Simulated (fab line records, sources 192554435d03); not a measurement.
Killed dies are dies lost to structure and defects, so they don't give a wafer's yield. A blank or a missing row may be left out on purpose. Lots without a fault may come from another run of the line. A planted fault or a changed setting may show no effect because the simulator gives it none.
Which tool did it? | flow n5_finfet | 10 lots, 29 wafers sampled, at 2 steps of a route of 1938

WHAT THE GAUGES READ, wafer by wafer
N5_BEOL_M6_RS_MEAS_57: measures by four-point-probe.
lot  | measured     | on            | M6_RS (ohm/sq)
L673 | day 9 05:11  | film_metro-02 | 0.280 0.299 0.278
L671 | day 9 05:26  | film_metro-02 | 0.273 0.279 0.279
L672 | day 9 06:53  | film_metro-01 | 0.281 0.309 0.281
L674 | day 9 20:28  | film_metro-02 | 0.300 0.284 0.284
L678 | day 10 12:35 | film_metro-02 | 0.285 0.281 0.289
L680 | day 11 12:47 | film_metro-01 | 0.289 0.298 0.285
L681 | day 11 18:57 | film_metro-01 | 0.296 0.294
L685 | day 12 13:32 | film_metro-02 | 0.274 0.280 0.289
L687 | day 13 03:08 | film_metro-02 | 0.283 0.282 0.277
L690 | day 13 20:54 | film_metro-01 | 0.288 0.282 0.287

N5_BEOL_M7_THK_MEAS_01.
lot  | measured     | on            | M7_ILD_THK (nm)
L673 | day 9 05:51  | film_metro-02 | 153.8 155.0 157.4
L671 | day 9 06:04  | film_metro-01 | 152.8 156.6 156.4
L672 | day 9 07:31  | film_metro-02 | 152.9 154.6 157.7
L674 | day 9 21:08  | film_metro-01 | 153.9 155.5 155.1
L678 | day 10 13:14 | film_metro-02 | 156.3 155.5 156.9
L680 | day 11 13:32 | film_metro-02 | 154.5 156.3 156.2
L681 | day 11 19:35 | film_metro-01 | 154.5 153.0
L685 | day 12 14:25 | film_metro-01 | 155.6 156.6 154.9
L687 | day 13 03:47 | film_metro-02 | 151.7 152.9 153.5
L690 | day 13 21:32 | film_metro-02 | 154.1 156.2 154.3

WHICH TOOL RAN EACH LOT (tool, then ch and the chambers of the sampled wafers, then the start)
The record holds no process step before these readings.

WHAT THE TOOLS THEMSELVES READ (means of the sampled wafers that have a number; where no wafer has one, the mark that the record gives instead)
The record holds no such reading with a usual standard deviation.

THE ANSWER, worked out from the rows above alone
Rule: what is usual is taken from the lots themselves. Put in order of their means at a reading, lots are off if they are a third of the lots or fewer, leave a main group of 4 or more, and stand apart from it by a gap of 3 or more times the standard deviation of the main group's means; of several such gaps the widest counts. A main group whose means are all the same, to the digits that the tables above print for the reading, isn't used. A lot without any number at a reading at which 4 lots or more have one is off too. The other lots that the step has rows for count as sound. The gauges are gone through in route order, then the tools' own readings, and for those a lot's mean is taken as printed above. The first step at which some lot is off is used, and at that step the reading that is off furthest; a lot without a number counts as furthest.
No lot is off at any reading shown: from this, nothing can be told.

WHAT THE SIMULATOR HAD PUT IN
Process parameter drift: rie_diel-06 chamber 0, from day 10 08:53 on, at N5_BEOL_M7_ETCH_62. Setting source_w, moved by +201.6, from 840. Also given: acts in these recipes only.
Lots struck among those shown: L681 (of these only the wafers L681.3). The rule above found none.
